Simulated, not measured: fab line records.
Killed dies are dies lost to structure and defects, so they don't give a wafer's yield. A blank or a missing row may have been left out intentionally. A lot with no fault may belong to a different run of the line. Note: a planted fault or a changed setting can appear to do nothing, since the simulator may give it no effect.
Matching of chambers	flow nand-harc	NHARC_A_SLIT_DEP_23 on pecvd-04: 3 sister chambers
The step deposits SiON, target thk 100 nm. 3 wafers are shown with their chamber, then 8 later ones without.

== WAFERS PAIRED WITH THEIR CHAMBERS ==
wafer	chamber	showerhead-vpp-V (V)
L093.1	1	1148
L093.2	2	1194
L095.2	0	1159

== WAFERS WITHOUT THEIR CHAMBER ==
wafer	showerhead-vpp-V (V)
L095.4	1187
L095.5	1152
L091.4	1150
L091.5	1122
L091.6	1206
L094.1	1202
L094.3	1156
L094.6	1167

== THE CHAMBER EACH PASSED THROUGH ==
wafer	from the rows above	in truth
L095.4	can't be placed: 2 or 0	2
L095.5	can't be placed: 1 or 0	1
L091.4	can't be placed: 1 or 0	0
L091.5	can't be placed: 1 or 0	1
L091.6	2	2
L094.1	2	2
L094.3	can't be placed: 0 or 1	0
L094.6	can't be placed: 0 or 1 or 2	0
Correct placement for 2 of the 8. These rows do not allow placing 6 (true chamber among the candidates in 6). Wrongly placed: 0.
How it was worked out, from the rows above alone: a wafer's distance from a chamber is the root of the sum, over the readings, of the square of ((its reading less the chamber's mean) divided by the reading's scatter). The wafer belongs to the nearest chamber; if the next one is less than 2 further off, it can't be placed. For every chamber, the mean is computed from those of its wafers that are shown. The scatter (one wafer shown for each chamber): square how far every hidden wafer sits from the nearest shown wafer, average those squares and take the square root.
